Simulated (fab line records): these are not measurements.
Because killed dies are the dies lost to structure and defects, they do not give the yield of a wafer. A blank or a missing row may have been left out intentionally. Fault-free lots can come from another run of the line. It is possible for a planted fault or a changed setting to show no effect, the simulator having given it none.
fab line records	flow n5_finfet
[record] lots = 24	wafers = 72	last_day = 18
route steps=1938 shown BEOL_M12@1634 BEOL_M13@1660 BEOL_M15@1825
lots with no fault: from the same line, run without faults
start_h: hours from the record's opening day to when the first of the lot's shown wafers began	wait_h: hours elapsed since this lot's preceding step	" repeats the value in the row above	L1.1+2: several wafers, shown together as one row	- no value, or no start given	* or withheld: withheld	< > ~ a bound
route shown NAME@n: a module of which the file shows steps, and the number in the route of the first	usual: average and standard deviation across the fault-free wafers	same: alike in all rows	chamber/n: place in a boat	sites: the reading at each site	_std_site: how widely they spread, as a standard deviation	_edge_site: the outer-site mean with the inner-site mean subtracted	radius_mm: how far each site lies from the wafer's centre	mask NAME#n: copy n	behind: tool/chamber where the wafer was last shaped	hold: what put the lot on hold/how long, in hours/how the hold closed	device: the n, p or np transistor that did not switch	end of line: tests of these same wafers at the route's end	a step without rows: its recipe alone	killed: dies lost to structure and defects at the first sort, not the wafer's yield	map: shows each die of a wafer: x if killed, . if not, _ if none is there
set.NAME: the run value of the setting; set.NAME@STEP: its run value at that earlier step	model.NAME: the simulator's own value behind a step, which no gauge read
one table for each step of the route and one row for each wafer, over a sample of lots
services: a tool's chamber out of use, with start hour (start_h, from the record's first day; less than 0 if before it), hours out, and reason
[[steps]]
[step N5_BEOL_M12_INSPECT_30]
[recipe] mode = adi	inspect_instrument = macro
[usual] raw_defect_count = 2.0/1.5
lot.wafer	tool	chamber	start_h	wait_h	raw_defect_count
L075.2	defect_inspect-02	-	240.51	0.0	0
L075.4	"	-	"	"	0
L075.5	"	-	"	"	3
L076.1	defect_inspect-01	-	248.38	0.0	1
L076.4	"	-	"	"	2
L076.5	"	-	"	"	0
L074.2	defect_inspect-01	-	249.50	0.0	0
L074.3	"	-	"	"	3
L074.6	"	-	"	"	1
L077.3	defect_inspect-02	-	255.50	0.0	1
L077.5	"	-	"	"	3
L077.6	"	-	"	"	0
L079.2	defect_inspect-01	-	279.27	0.0	3
L079.3	"	-	"	"	1
L079.6	"	-	"	"	3
L078.1	defect_inspect-01	-	281.72	0.0	2
L078.2	"	-	"	"	3
L078.5	"	-	"	"	0
L082.3	defect_inspect-02	-	286.09	0.0	3
L082.5	"	-	"	"	0
L082.6	"	-	"	"	2
L080.2	defect_inspect-02	-	286.74	0.0	2
L080.3	"	-	"	"	5
L080.5	"	-	"	"	1
L081.1	defect_inspect-02	-	288.11	0.0	1
L081.3	"	-	"	"	3
L081.6	"	-	"	"	0
L083.1	defect_inspect-02	-	298.60	0.0	1
L083.2	"	-	"	"	2
L083.6	"	-	"	"	1
L085.1	defect_inspect-01	-	298.92	0.0	3
L085.3	"	-	"	"	1
L085.6	"	-	"	"	4
L084.1	defect_inspect-01	-	299.89	0.0	2
L084.4	"	-	"	"	3
L084.5	"	-	"	"	0
L087.2	defect_inspect-02	-	319.40	0.0	0
L087.3	"	-	"	"	8
L087.5	"	-	"	"	2
L086.3	defect_inspect-02	-	320.32	0.0	2
L086.4	"	-	"	"	0
L086.5	"	-	"	"	3
L088.3	defect_inspect-02	-	323.59	0.0	3
L088.5	"	-	"	"	0
L088.6	"	-	"	"	3
L089.1	defect_inspect-01	-	329.59	0.0	2
L089.2	"	-	"	"	3
L089.3	"	-	"	"	6
L090.2	defect_inspect-01	-	338.43	0.0	2
L090.3	"	-	"	"	3
L090.4	"	-	"	"	4
L091.1	defect_inspect-01	-	339.01	0.0	1
L091.2	"	-	"	"	1
L091.4	"	-	"	"	3
L092.1	defect_inspect-01	-	345.50	0.0	1
L092.2	"	-	"	"	0
L092.3	"	-	"	"	3
L095.2	defect_inspect-01	-	358.63	0.0	1
L095.3	"	-	"	"	1
L095.6	"	-	"	"	1
L093.1	defect_inspect-02	-	367.30	0.0	1
L093.3	"	-	"	"	1
L093.5	"	-	"	"	2
L096.1	defect_inspect-01	-	375.14	0.0	0
L096.3	"	-	"	"	1
L096.4	"	-	"	"	1
L094.1	defect_inspect-01	-	375.43	0.0	2
L094.4	"	-	"	"	1
L094.5	"	-	"	"	0
L097.3	defect_inspect-02	-	384.44	0.0	1
L097.5	"	-	"	"	1
L097.6	"	-	"	"	4
[step N5_BEOL_M12_DESCUM_33]
[recipe] chemistry = O2	time_s = 7.9	source_power_w = 50	bias_power_w = 20	pressure_mtorr = 20	rf_frequency_hz = 2.712e+07	temp_c = 40	o2_flow_sccm = 225
[usual] drypump_motor_current_A = 5.8/0.56	oes_product_au = 0.78/0.083	rf_vpp_V = 242.8/1.3	showerhead_plenum_p_Torr = 2.08/0.067	throttle_valve_pct = 20.52/0.24
[same] time_s = 7.9
lot.wafer	tool	chamber	start_h	wait_h	drypump_motor_current_A	oes_product_au	rf_hours_counter_h	rf_vpp_V	showerhead_plenum_p_Torr	throttle_valve_pct
L075.2	rie_diel-01	0	240.55	0.0	5.3	0.84	65	244.2	2.12	20.43
L075.4	"	2	"	"	5.1	0.79	112	241.9	2.03	20.48
L075.5	"	2	"	"	5.1	0.78	-	241.2	2.03	20.48
L076.1	rie_diel-02	0	248.41	0.0	5.6	0.93	9	244.3	2.16	20.48
L076.4	"	1	"	"	6.6	0.71	191	244.7	2.07	20.68
L076.5	"	3	"	"	5.1	0.72	-	242.5	2.05	20.75
L074.2	rie_diel-01	2	249.64	0.1	5.2	0.78	115	242.1	2.03	20.49
L074.3	"	3	"	"	6.2	0.80	83	244.1	2.11	19.98
L074.6	"	0	"	"	5.3	0.84	-	243.4	2.12	20.42
L077.3	rie_diel-02	0	255.53	0.0	5.6	0.91	11	243.8	2.16	20.49
L077.5	"	2	"	"	5.8	0.72	-	245.7	2.16	20.48
L077.6	"	3	"	"	5.0	0.70	-	242.9	2.05	20.77
L079.2	rie_diel-04	2	279.31	0.0	6.1	0.82	83	243.1	2.02	20.14
L079.3	"	0	"	"	6.8	0.68	235	241.4	1.98	20.86
L079.6	"	2	"	"	6.1	0.82	-	241.9	2.02	20.12
L078.1	rie_diel-04	2	281.93	0.2	6.1	0.82	84	242.6	2.02	20.14
L078.2	"	0	"	"	6.8	0.69	236	241.5	1.98	20.87
L078.5	"	3	"	"	5.3	0.73	-	241.4	2.00	20.70
L082.3	rie_diel-04	0	286.12	0.0	6.8	0.69	239	240.3	1.98	20.87
L082.5	"	2	"	"	6.1	0.82	-	242.5	2.02	20.14
L082.6	"	0	"	"	6.8	0.69	-	240.4	1.98	20.87
L080.2	rie_diel-01	3	286.77	0.0	6.2	0.79	95	243.5	2.10	19.97
L080.3	"	1	"	"	5.4	0.78	104	244.0	2.14	20.46
L080.5	"	2	"	"	5.1	0.76	-	241.8	2.02	20.51
L081.1	rie_diel-02	3	288.22	0.1	5.0	0.70	221	242.6	2.05	20.78
L081.3	"	0	"	"	5.6	0.89	19	244.1	2.15	20.47
L081.6	"	1	"	"	6.6	0.70	-	243.9	2.07	20.70
L083.1	rie_diel-04	0	298.85	0.2	6.8	0.68	243	241.6	1.98	20.88
L083.2	"	3	"	"	5.3	0.72	210	240.3	2.00	20.70
L083.6	"	1	"	"	6.1	0.97	-	242.7	2.07	20.62
L085.1	rie_diel-02	0	298.97	0.1	5.6	0.89	23	243.1	2.15	20.49
L085.3	"	3	"	"	5.1	0.70	224	243.7	2.05	20.77
L085.6	"	2	"	"	5.8	0.72	-	244.4	2.15	20.50
L084.1	rie_diel-04	1	300.09	0.2	6.0	0.98	4	242.8	2.07	20.63
L084.4	"	2	"	"	6.1	0.83	92	242.1	2.01	20.16
L084.5	"	3	"	"	5.3	0.73	-	240.8	2.00	20.69
L087.2	rie_diel-01	3	319.43	0.0	6.2	0.77	106	244.3	2.10	20.00
L087.3	"	0	"	"	5.3	0.81	91	242.7	2.11	20.46
L087.5	"	0	"	"	5.3	0.81	-	242.2	2.11	20.46
L086.3	rie_diel-01	2	320.36	0.0	5.1	0.75	139	242.4	2.02	20.54
L086.4	"	0	"	"	5.4	0.81	92	241.9	2.11	20.46
L086.5	"	0	"	"	5.3	0.81	-	243.7	2.11	20.48
L088.3	rie_diel-02	0	323.62	0.0	5.6	0.88	30	243.8	2.15	20.51
L088.5	"	3	"	"	5.0	0.70	-	242.8	2.04	20.80
L088.6	"	0	"	"	5.6	0.87	-	244.8	2.15	20.51
L089.1	rie_diel-01	0	329.63	0.0	5.3	0.79	95	243.9	2.11	20.47
L089.2	"	2	"	"	5.2	0.75	143	242.0	2.02	20.53
L089.3	"	1	"	"	5.4	0.76	119	241.9	2.13	20.49
L090.2	rie_diel-04	2	338.57	0.1	6.1	0.80	109	240.0	2.01	20.17
L090.3	"	0	"	"	6.8	0.99	2	244.1	2.24	20.53
L090.4	"	1	"	"	6.0	0.93	20	241.6	2.07	20.66
L091.1	rie_diel-02	3	339.05	0.0	5.0	0.70	237	244.2	2.04	20.81
L091.2	"	1	"	"	6.6	0.68	224	242.9	2.06	20.74
L091.4	"	2	"	"	5.9	0.71	233	243.2	2.15	20.51
L092.1	rie_diel-04	1	345.53	0.0	6.0	0.92	22	241.7	2.07	20.68
L092.2	"	0	"	"	6.8	0.97	4	244.0	2.24	20.54
L092.3	"	2	"	"	6.1	0.80	112	242.9	2.01	20.19
L095.2	rie_diel-02	2	358.66	0.0	5.8	0.70	239	244.1	2.15	20.53
L095.3	"	3	"	"	5.0	0.69	243	242.6	2.04	20.82
L095.6	"	3	"	"	5.0	0.69	-	241.8	2.04	20.80
L093.1	rie_diel-04	3	367.34	0.0	5.3	0.71	237	241.0	1.99	20.75
L093.3	"	0	"	"	6.8	0.95	10	245.0	2.23	20.54
L093.5	"	0	"	"	6.8	0.95	-	245.3	2.23	20.55
L096.1	rie_diel-01	0	375.18	0.0	5.3	0.79	111	244.2	2.10	20.51
L096.3	"	3	"	"	6.3	0.75	125	242.6	2.09	20.02
L096.4	"	1	"	"	5.5	0.75	135	243.0	2.12	20.51
L094.1	rie_diel-04	3	375.47	0.0	5.3	0.70	240	242.2	1.99	20.74
L094.4	"	1	"	"	6.1	0.90	32	242.4	2.06	20.67
L094.5	"	3	"	"	5.3	0.70	-	241.5	1.99	20.74
L097.3	rie_diel-02	2	384.47	0.0	5.8	0.69	250	243.2	2.14	20.55
L097.5	"	2	"	"	5.9	0.70	-	243.4	2.14	20.56
L097.6	"	1	"	"	6.6	0.67	-	242.6	2.06	20.76
[step N5_BEOL_M12_ETCH_68]
[recipe] chemistry = N2/H2	target = SOC	mask_material = SiARC	source_w = 3000	bias_w = 350	temp_c = 40	time_s = 285	ion_energy_ev = 200	pressure_mtorr = 30	n2_flow_sccm = 200	h2_flow_sccm = 200
[usual] drypump_motor_current_A = 5.8/0.56	h2_flow_sccm = 200.0/0.57	oes_product_au = 0.78/0.083	rf_vpp_V = 523.2/2.5	showerhead_plenum_p_Torr = 2.52/0.078	throttle_valve_pct = 17.85/0.27
[same] time_s = 285
lot.wafer	tool	chamber	start_h	wait_h	drypump_motor_current_A	h2_flow_sccm	oes_product_au	rf_hours_counter_h	rf_vpp_V	showerhead_plenum_p_Torr	throttle_valve_pct
L075.2	rie_diel-01	0	240.73	0.1	5.3	200.2	0.84	65	524.0	2.55	17.51
L075.4	"	2	"	"	5.2	200.2	0.78	112	522.1	2.46	17.75
L075.5	"	2	"	"	5.2	201.1	0.77	-	522.0	2.46	17.74
L076.1	rie_diel-02	0	248.60	0.1	5.6	199.8	0.93	9	524.5	2.61	17.75
L076.4	"	1	"	"	6.6	200.2	0.71	191	522.0	2.53	18.15
L076.5	"	3	"	"	5.0	200.6	0.70	-	524.5	2.52	18.31
L074.2	rie_diel-01	2	249.82	0.1	5.2	199.2	0.76	115	521.0	2.46	17.71
L074.3	"	3	"	"	6.3	200.7	0.79	83	526.0	2.58	17.45
L074.6	"	0	"	"	5.3	199.9	0.84	-	525.2	2.55	17.51
L077.3	rie_diel-02	0	255.71	0.1	5.6	199.9	0.94	11	524.3	2.61	17.75
L077.5	"	2	"	"	5.8	199.1	0.72	-	527.0	2.62	17.75
L077.6	"	3	"	"	5.0	199.4	0.71	-	522.9	2.52	18.32
L079.2	rie_diel-04	2	279.49	0.1	6.1	200.1	0.82	83	521.1	2.46	17.52
L079.3	"	0	"	"	6.8	200.3	0.69	235	519.4	2.39	18.09
L079.6	"	2	"	"	6.1	198.6	0.81	-	522.0	2.46	17.52
L078.1	rie_diel-04	2	282.11	0.1	6.2	200.2	0.82	85	520.6	2.46	17.54
L078.2	"	0	"	"	6.8	200.8	0.69	236	522.1	2.39	18.10
L078.5	"	3	"	"	5.3	200.8	0.73	-	519.8	2.42	18.09
L082.3	rie_diel-04	0	286.30	0.1	6.8	199.5	0.69	239	519.5	2.38	18.11
L082.5	"	2	"	"	6.2	199.5	0.82	-	521.8	2.46	17.54
L082.6	"	0	"	"	6.8	199.1	0.68	-	520.0	2.39	18.09
L080.2	rie_diel-01	3	286.95	0.1	6.2	199.5	0.78	95	524.2	2.58	17.46
L080.3	"	1	"	"	5.4	201.0	0.77	104	524.1	2.57	17.62
L080.5	"	2	"	"	5.1	200.8	0.76	-	520.2	2.45	17.78
L081.1	rie_diel-02	3	288.41	0.1	5.0	200.0	0.71	221	522.3	2.52	18.36
L081.3	"	0	"	"	5.6	199.6	0.90	19	525.2	2.61	17.78
L081.6	"	1	"	"	6.6	200.1	0.70	-	521.9	2.52	18.19
L083.1	rie_diel-04	0	299.03	0.1	6.8	200.4	0.69	243	519.7	2.38	18.09
L083.2	"	3	"	"	5.3	199.9	0.73	210	520.0	2.42	18.11
L083.6	"	1	"	"	6.0	200.2	0.97	-	522.0	2.50	17.88
L085.1	rie_diel-02	0	299.15	0.1	5.6	199.0	0.88	23	526.0	2.61	17.79
L085.3	"	3	"	"	5.0	200.2	0.70	224	524.1	2.52	18.34
L085.6	"	2	"	"	5.8	199.7	0.72	-	524.6	2.61	17.78
L084.1	rie_diel-04	1	300.27	0.1	6.0	200.2	0.97	4	522.2	2.50	17.88
L084.4	"	2	"	"	6.2	199.9	0.82	92	520.1	2.46	17.54
L084.5	"	3	"	"	5.3	198.9	0.72	-	520.0	2.42	18.11
L087.2	rie_diel-01	3	319.61	0.1	6.3	200.2	0.78	106	523.8	2.57	17.47
L087.3	"	0	"	"	5.3	200.7	0.81	91	525.9	2.54	17.55
L087.5	"	0	"	"	5.3	201.1	0.81	-	525.5	2.54	17.54
L086.3	rie_diel-01	2	320.54	0.1	5.2	200.3	0.74	139	519.7	2.45	17.78
L086.4	"	0	"	"	5.3	200.0	0.81	92	523.6	2.54	17.54
L086.5	"	0	"	"	5.3	199.5	0.81	-	524.0	2.54	17.56
L088.3	rie_diel-02	0	323.80	0.1	5.6	200.2	0.87	31	524.6	2.60	17.79
L088.5	"	3	"	"	5.0	200.0	0.69	-	523.4	2.51	18.36
L088.6	"	0	"	"	5.6	198.7	0.87	-	525.4	2.60	17.79
L089.1	rie_diel-01	0	329.81	0.1	5.3	199.8	0.81	95	526.4	2.54	17.56
L089.2	"	2	"	"	5.1	200.8	0.75	143	520.5	2.45	17.80
L089.3	"	1	"	"	5.4	199.5	0.77	119	524.0	2.56	17.64
L090.2	rie_diel-04	2	338.76	0.1	6.2	200.4	0.79	109	522.1	2.45	17.57
L090.3	"	0	"	"	6.8	199.1	0.99	2	528.3	2.70	17.69
L090.4	"	1	"	"	6.1	199.8	0.93	20	522.7	2.50	17.91
L091.1	rie_diel-02	3	339.23	0.1	5.0	200.7	0.68	237	522.8	2.51	18.38
L091.2	"	1	"	"	6.6	199.9	0.68	224	522.8	2.51	18.22
L091.4	"	2	"	"	5.8	200.6	0.70	233	527.0	2.61	17.81
L092.1	rie_diel-04	1	345.71	0.1	6.0	199.9	0.92	23	523.3	2.49	17.92
L092.2	"	0	"	"	6.8	200.0	0.97	4	527.8	2.70	17.70
L092.3	"	2	"	"	6.2	199.3	0.80	112	521.6	2.45	17.57
L095.2	rie_diel-02	2	358.84	0.1	5.8	199.4	0.70	239	526.2	2.61	17.82
L095.3	"	3	"	"	5.0	199.9	0.68	244	522.1	2.51	18.38
L095.6	"	3	"	"	5.0	199.2	0.68	-	522.8	2.51	18.40
L093.1	rie_diel-04	3	367.52	0.1	5.3	200.1	0.70	237	519.0	2.41	18.15
L093.3	"	0	"	"	6.8	200.9	0.95	10	529.6	2.69	17.70
L093.5	"	0	"	"	6.8	200.4	0.95	-	528.9	2.69	17.69
L096.1	rie_diel-01	0	375.36	0.1	5.3	199.5	0.79	111	524.3	2.53	17.58
L096.3	"	3	"	"	6.2	200.5	0.76	126	524.7	2.56	17.51
L096.4	"	1	"	"	5.4	199.3	0.75	135	524.5	2.55	17.67
L094.1	rie_diel-04	3	375.65	0.1	5.3	199.6	0.71	240	520.0	2.41	18.15
L094.4	"	1	"	"	6.0	200.2	0.91	32	521.3	2.49	17.93
L094.5	"	3	"	"	5.3	198.7	0.70	-	520.5	2.41	18.15
L097.3	rie_diel-02	2	384.65	0.1	5.8	199.7	0.69	251	525.3	2.60	17.84
L097.5	"	2	"	"	5.9	200.2	0.69	-	525.8	2.60	17.86
L097.6	"	1	"	"	6.6	199.9	0.68	-	522.6	2.51	18.25
[step N5_BEOL_M12_OCD_MEAS_35]
[usual] trench_depth_nm = 320/3.8
lot.wafer	tool	chamber	start_h	wait_h	trench_depth_nm
L075.2	ocd-01	-	241.07	0.0	318
L075.4	"	-	"	"	317
L075.5	"	-	"	"	316
L076.1	ocd-02	-	248.93	0.0	329
L076.4	"	-	"	"	327
L076.5	"	-	"	"	323
L074.2	ocd-01	-	250.17	0.0	317
L074.3	"	-	"	"	323
L074.6	"	-	"	"	317
L077.3	ocd-02	-	256.05	0.0	327
L077.5	"	-	"	"	316
L077.6	"	-	"	"	318
L079.2	ocd-02	-	279.83	0.0	321
L079.3	"	-	"	"	314
L079.6	"	-	"	"	318
L078.1	ocd-01	-	282.45	0.0	322
L078.2	"	-	"	"	314
L078.5	"	-	"	"	317
L082.3	ocd-01	-	286.64	0.0	317
L082.5	"	-	"	"	318
L082.6	"	-	"	"	313
L080.2	ocd-02	-	287.29	0.0	323
L080.3	"	-	"	"	322
L080.5	"	-	"	"	315
L081.1	ocd-01	-	288.74	0.0	319
L081.3	"	-	"	"	322
L081.6	"	-	"	"	316
L083.1	ocd-02	-	299.36	0.0	313
L083.2	"	-	"	"	317
L083.6	"	-	"	"	319
L085.1	ocd-01	-	299.49	0.0	324
L085.3	"	-	"	"	320
L085.6	"	-	"	"	316
L084.1	ocd-02	-	300.61	0.0	318
L084.4	"	-	"	"	320
L084.5	"	-	"	"	319
L087.2	ocd-01	-	319.95	0.0	324
L087.3	"	-	"	"	320
L087.5	"	-	"	"	319
L086.3	ocd-02	-	320.88	0.0	314
L086.4	"	-	"	"	318
L086.5	"	-	"	"	316
L088.3	ocd-01	-	324.14	0.0	322
L088.5	"	-	"	"	321
L088.6	"	-	"	"	322
L089.1	ocd-02	-	330.14	0.0	317
L089.2	"	-	"	"	315
L089.3	"	-	"	"	321
L090.2	ocd-01	-	339.09	0.0	320
L090.3	"	-	"	"	327
L090.4	"	-	"	"	315
L091.1	ocd-02	-	339.57	0.0	320
L091.2	"	-	"	"	319
L091.4	"	-	"	"	315
L092.1	ocd-01	-	346.05	0.0	317
L092.2	"	-	"	"	325
L092.3	"	-	"	"	322
L095.2	ocd-02	-	359.18	0.0	315
L095.3	"	-	"	"	323
L095.6	"	-	"	"	320
L093.1	ocd-01	-	367.86	0.0	316
L093.3	"	-	"	"	327
L093.5	"	-	"	"	329
L096.1	ocd-02	-	375.70	0.0	320
L096.3	"	-	"	"	322
L096.4	"	-	"	"	324
L094.1	ocd-01	-	375.99	0.0	319
L094.4	"	-	"	"	322
L094.5	"	-	"	"	320
L097.3	ocd-02	-	384.99	0.0	315
L097.5	"	-	"	"	312
L097.6	"	-	"	"	318
[step N5_BEOL_M13_THK_MEAS_01]
[recipe] reads = SiOC_of_BEOL_M13_ILD_DEP_00
[usual] M13_ILD_THK = 839/12
lot.wafer	tool	chamber	start_h	wait_h	M13_ILD_THK[nm]
L075.2	film_metro-02	-	244.57	0.1	832
L075.4	"	-	"	"	850
L075.5	"	-	"	"	838
L076.1	film_metro-02	-	251.15	0.1	838
L076.4	"	-	"	"	843
L076.5	"	-	"	"	845
L074.2	film_metro-01	-	253.57	0.1	847
L074.3	"	-	"	"	842
L074.6	"	-	"	"	844
L077.3	film_metro-01	-	259.28	0.1	818
L077.5	"	-	"	"	843
L077.6	"	-	"	"	828
L079.2	film_metro-01	-	284.61	0.2	813
L079.3	"	-	"	"	841
L079.6	"	-	"	"	841
L078.1	film_metro-01	-	285.88	0.1	846
L078.2	"	-	"	"	855
L078.5	"	-	"	"	857
L082.3	film_metro-01	-	290.10	0.1	845
L082.5	"	-	"	"	832
L082.6	"	-	"	"	838
L081.1	film_metro-01	-	291.18	0.1	863
L081.3	"	-	"	"	841
L081.6	"	-	"	"	861
L080.2	film_metro-02	-	291.63	0.1	835
L080.3	"	-	"	"	826
L080.5	"	-	"	"	845
L083.1	film_metro-01	-	301.77	0.1	828
L083.2	"	-	"	"	826
L083.6	"	-	"	"	847
L085.1	film_metro-02	-	303.86	0.1	824
L085.3	"	-	"	"	818
L085.6	"	-	"	"	832
L084.1	film_metro-01	-	310.85	0.1	814
L084.4	"	-	"	"	830
L084.5	"	-	"	"	840
L086.3	film_metro-02	-	323.52	0.1	818
L086.4	"	-	"	"	838
L086.5	"	-	"	"	837
L087.2	film_metro-01	-	326.41	0.1	836
L087.3	"	-	"	"	823
L087.5	"	-	"	"	834
L088.3	film_metro-01	-	326.42	0.1	833
L088.5	"	-	"	"	836
L088.6	"	-	"	"	837
L089.1	film_metro-01	-	335.32	0.1	835
L089.2	"	-	"	"	834
L089.3	"	-	"	"	831
L090.2	film_metro-01	-	343.15	0.2	825
L090.3	"	-	"	"	836
L090.4	"	-	"	"	839
L091.1	film_metro-01	-	343.98	0.1	834
L091.2	"	-	"	"	826
L091.4	"	-	"	"	849
L092.1	film_metro-01	-	349.33	0.1	836
L092.2	"	-	"	"	841
L092.3	"	-	"	"	828
L095.2	film_metro-01	-	362.70	0.1	847
L095.3	"	-	"	"	845
L095.6	"	-	"	"	868
L093.1	film_metro-01	-	371.40	0.1	842
L093.3	"	-	"	"	837
L093.5	"	-	"	"	856
L096.1	film_metro-02	-	379.03	0.1	831
L096.3	"	-	"	"	825
L096.4	"	-	"	"	841
L094.1	film_metro-02	-	379.19	0.2	832
L094.4	"	-	"	"	851
L094.5	"	-	"	"	857
L097.3	film_metro-02	-	390.12	0.1	840
L097.5	"	-	"	"	854
L097.6	"	-	"	"	847
[step N5_BEOL_M15_THK_MEAS_50]
[recipe] thk_meas_gauge = xrf	reads = Cu_of_BEOL_M15_ECD_47
[usual] M15_THK = 867/18
lot.wafer	tool	chamber	start_h	wait_h	M15_THK[nm]
L075.2	film_metro-01	-	266.19	-	884
L075.4	"	-	"	"	892
L075.5	"	-	"	"	862
L076.1	film_metro-01	-	267.93	-	838
L076.4	"	-	"	"	875
L076.5	"	-	"	"	851
L074.2	film_metro-01	-	274.93	-	829
L074.3	"	-	"	"	850
L074.6	"	-	"	"	861
L077.3	film_metro-01	-	280.62	-	889
L077.5	"	-	"	"	874
L077.6	"	-	"	"	871
L079.2	film_metro-01	-	302.91	-	895
L079.3	"	-	"	"	842
L079.6	"	-	"	"	890
L078.1	film_metro-01	-	303.18	-	884
L078.2	"	-	"	"	850
L078.5	"	-	"	"	885
L082.3	film_metro-02	-	303.86	-	862
L082.5	"	-	"	"	849
L082.6	"	-	"	"	858
L081.1	film_metro-02	-	310.96	-	853
L081.3	"	-	"	"	861
L081.6	"	-	"	"	862
L080.2	film_metro-01	-	313.94	-	882
L080.3	"	-	"	"	833
L080.5	"	-	"	"	880
L083.1	film_metro-01	-	317.07	-	867
L083.2	"	-	"	"	865
L083.6	"	-	"	"	855
L085.1	film_metro-01	-	321.28	-	871
L085.3	"	-	"	"	874
L085.6	"	-	"	"	857
L084.1	film_metro-01	-	326.68	-	887
L084.4	"	-	"	"	865
L084.5	"	-	"	"	841
L086.3	film_metro-01	-	339.86	-	852
L086.4	"	-	"	"	887
L086.5	"	-	"	"	851
L087.2	film_metro-01	-	350.41	-	892
L087.3	"	-	"	"	852
L087.5	"	-	"	"	860
L088.3	film_metro-02	-	353.43	-	871
L088.5	"	-	"	"	874
L088.6	"	-	"	"	871
L089.1	film_metro-02	-	353.99	-	858
L089.2	"	-	"	"	897
L089.3	"	-	"	"	865
L090.2	film_metro-02	-	361.92	-	876
L090.3	"	-	"	"	848
L090.4	"	-	"	"	855
L091.1	film_metro-02	-	363.00	-	923
L091.2	"	-	"	"	878
L091.4	"	-	"	"	899
L092.1	film_metro-02	-	370.54	-	872
L092.2	"	-	"	"	879
L092.3	"	-	"	"	890
L095.2	film_metro-01	-	383.79	-	853
L095.3	"	-	"	"	849
L095.6	"	-	"	"	851
L093.1	film_metro-02	-	391.21	-	876
L093.3	"	-	"	"	844
L093.5	"	-	"	"	836
L094.1	film_metro-01	-	395.76	-	854
L094.4	"	-	"	"	851
L094.5	"	-	"	"	845
L096.1	film_metro-01	-	396.78	-	889
L096.3	"	-	"	"	867
L096.4	"	-	"	"	867
L097.3	film_metro-01	-	411.13	-	885
L097.5	"	-	"	"	883
L097.6	"	-	"	"	881
[[services]]
tool	chamber	start_h	hours	kind
rie_diel-01	-	226.88	11.4	repair
rie_diel-02	0	269.78	9.7	repair
rie_diel-01	-	271.78	1.1	repair
rie_diel-04	1	272.31	-	clean
rie_diel-04	1	272.31	-	consumable_replace:focus_ring
rie_diel-04	1	272.31	14.9	scheduled_down
rie_diel-04	1	272.31	14.9	vent_cycle
rie_diel-04	0	317.81	-	clean
rie_diel-04	0	317.81	-	consumable_replace:focus_ring
rie_diel-04	0	317.81	-	consumable_replace:showerhead
rie_diel-04	0	317.81	13.8	scheduled_down
rie_diel-04	0	317.81	13.8	vent_cycle
rie_diel-02	3	375.83	-	clean
rie_diel-02	3	375.83	-	consumable_replace:focus_ring
rie_diel-02	3	375.83	22.7	scheduled_down
rie_diel-02	3	375.83	22.7	vent_cycle
rie_diel-02	1	377.66	3.6	repair
[[key]]
fault none
